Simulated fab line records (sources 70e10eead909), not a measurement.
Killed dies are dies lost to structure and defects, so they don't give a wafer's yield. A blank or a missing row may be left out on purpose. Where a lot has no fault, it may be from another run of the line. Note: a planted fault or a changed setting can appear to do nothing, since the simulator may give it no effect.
Comparing a struck lot with a sound one	flow nandHarc	18 out of 1302 route steps
Sound: the wafers L116.3, L116.4, L116.6. The struck wafers were L106.1, L106.2, L106.5. The cause is given at the end.
Each step with rows lists, per side, the tool, then ch with its chambers, then its first start. Under that, the readings that differ: sound wafers	struck wafers	difference of the means	sigmas: that difference in standard deviations of wafers without a fault.
alike: readings with means less than 2 such deviations apart, plus words and numbers identical on both sides. not compared: withheld readings, readings lacking a value on some wafer, bounds such as >300 that could conceal the same value, and numbers that have no deviation in the record and whose values overlap.
The two part at a step that has a row with sigmas, a row that says differs or no value, or rows on one side only. Numbers that don't overlap but have no deviation are shown without sigmas and don't part them. Lack of a reading on every wafer of one side parts them only where that side has two or more wafers.

NHARC_A_M1_INSPECT_11:
  sound on defectInspect-02, day 30 09:11; struck on defectInspect-01, day 26 14:32
  alike: rawDefectCount
NHARC_A_M1_DESCUM_14: chemistry O2, time 3 s.
  sound on rieDiel-09 ch 0,2,3, day 30 09:16; struck on rieDiel-09 ch 0,1, day 26 14:37
  alike: drypumpMotorCurrentA, oesProductAu, rfVppV, showerheadPlenumPTorr, throttleValvePct
  not compared: rfHoursCounterH
NHARC_A_M1_ETCH_35: etches the open film in N2/H2, target depth 40 nm, overetch 12 nm, time 43.94 s.
  sound on rieDiel-09 ch 0,2,3, day 30 09:20; struck on rieDiel-09 ch 1,2, day 26 14:41
  alike: drypumpMotorCurrentA, oesProductAu, rfVppV, showerheadPlenumPTorr, throttleValvePct
  not compared: rfHoursCounterH
then, 1 step without rows for these wafers: NHARC_A_M1_ETCH_15 (etches the open film in C4F8/Ar, target depth 182.5 nm, time 91.2 s).
NHARC_A_M1_CD_MEAS_16:
  sound on cdSem-01, day 30 09:33; struck on cdSem-03, day 26 14:54
  alike: cdNm
then, 3 steps without rows for these wafers: NHARC_A_M1_STRIP_18 (strips in N2/H2); NHARC_A_M1_ETCH_28 (etches the open film in CF4/N2, target depth 30 nm, time 72.99 s); NHARC_A_M1_STRIP_19 (strips in post etch residue remover, time 600 s).
NHARC_A_M1_DEGAS_29: time 60 s.
  sound on pvdSputter-01, day 30 10:16; struck on pvdSputter-01, day 26 15:37
  alike: heaterPowerW
then, 1 step without rows for these wafers: NHARC_A_M1_PRE_CLEAN_30 (time 30 s).
NHARC_A_M1_PVD_20: deposits TaN, target thk 5 nm, time 8.06 s.
  sound on pvdSputter-01; struck on pvdSputter-01
  alike: cathodeDcPowerW, throttleValvePct
then, 1 step without rows for these wafers: NHARC_A_M1_PVD_21 (deposits Cu, target thk 30 nm, time 20.49 s).
NHARC_A_M1_ECD_22: material Cu, target thk 400 nm.
  sound on ecdCu-01 ch 0,1, day 30 10:43; struck on ecdCu-02 ch 0,1, day 26 15:59
  no value came back on the struck wafers for bathHeatDutyPct (%), bathTempC (C); on the sound wafers bathHeatDutyPct (%) reads 6.4 5.9 5.6
NHARC_A_M1_ANNEAL_31: time 90 s.
  sound on rtpAnneal-01 ch 0, day 30 11:06; struck on rtpAnneal-01 ch 0, day 26 16:21
  alike: wafer_temp_C_max
NHARC_A_M1_CMP_23: polishes, t overpolish 20 s, target thk 154.34 nm.
  sound on cmp-03 ch 0,1, day 30 11:20; struck on cmp-02 ch 0,1,3, day 26 16:42
reading	sound	struck	difference	sigmas
timeToEndpointS (s)	27 27 26	0 0 0	-27	-8
  alike: motorCurrentA
NHARC_A_M1_THK_MEAS_24: measures by xrf.
  sound on filmMetro-01, day 30 11:39; struck on filmMetro-01, day 26 17:01
reading	sound	struck	difference	sigmas
thkNm (nm)	153.8 153.6 154.7	30.9 31.2 31.6	-122.8	-82
next, for these wafers, 1 step has no rows: NHARC_A_M1_SRD_25.
NHARC_END_SORT_01:
  here the record holds rows for the struck wafers (prober-01 ch 0, day 28 05:01) but none for the sound ones

## WHERE THEY PART
First at NHARC_A_M1_ECD_22; last, within this record, at NHARC_END_SORT_01.

WHY: the cause the simulator had injected
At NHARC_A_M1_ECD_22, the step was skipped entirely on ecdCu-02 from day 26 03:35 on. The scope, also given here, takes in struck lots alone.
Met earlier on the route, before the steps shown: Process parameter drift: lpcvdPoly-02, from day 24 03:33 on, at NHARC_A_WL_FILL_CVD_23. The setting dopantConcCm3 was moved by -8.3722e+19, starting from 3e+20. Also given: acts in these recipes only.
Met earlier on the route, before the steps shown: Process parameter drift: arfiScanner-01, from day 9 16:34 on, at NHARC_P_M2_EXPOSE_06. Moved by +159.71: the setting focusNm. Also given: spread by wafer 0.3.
